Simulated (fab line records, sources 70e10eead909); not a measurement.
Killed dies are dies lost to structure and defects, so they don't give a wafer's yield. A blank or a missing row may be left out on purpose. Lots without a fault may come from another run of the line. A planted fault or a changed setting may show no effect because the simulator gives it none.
Chamber matching | flow nand_harc | NHARC_A_CONTACT_DEP_24 on pecvd-02: 3 sister chambers
The step deposits SiO2, target thk 500 nm. 3 wafers are shown with their chamber, then 10 later ones without.

WAFERS WITH THEIR CHAMBER
wafer  | chamber | throttle_valve_pct (%)
L083.5 | 0       | 16.6
L090.2 | 2       | 16.1
L090.3 | 1       | 16.3

WAFERS WITHOUT THEIR CHAMBER
wafer  | throttle_valve_pct (%)
L090.6 | 16.5
L091.2 | 16.1
L091.3 | 16.5
L091.5 | 16.1
L093.2 | 16.7
L093.4 | 16.6
L093.5 | 16.2
L096.3 | 16.5
L096.5 | 16.2
L096.6 | 16.1

WHICH CHAMBER EACH WENT THROUGH
wafer  | from the rows above     | in truth
L090.6 | can't be placed: 0 or 1 | 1
L091.2 | 2                       | 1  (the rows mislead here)
L091.3 | can't be placed: 0 or 1 | 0
L091.5 | 2                       | 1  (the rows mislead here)
L093.2 | 0                       | 0
L093.4 | 0                       | 0
L093.5 | can't be placed: 2 or 1 | 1
L096.3 | can't be placed: 0 or 1 | 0
L096.5 | can't be placed: 2 or 1 | 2
L096.6 | 2                       | 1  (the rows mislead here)
Placed correctly: 2 of 10. Can't be placed from these rows: 5 (the true chamber is among the candidates in 5). Placed wrongly: 3.
How it was worked out, from the rows above alone: a wafer's distance from a chamber is the root of the sum, over the readings, of the square of ((its reading less the chamber's mean) divided by the reading's scatter). The wafer belongs to the nearest chamber; if the next one is less than 2 further off, it can't be placed. A chamber's mean is the mean of its shown wafers. The scatter: with one shown wafer a chamber, the root of the mean of the squares of how far each hidden wafer lies from its nearest shown one.
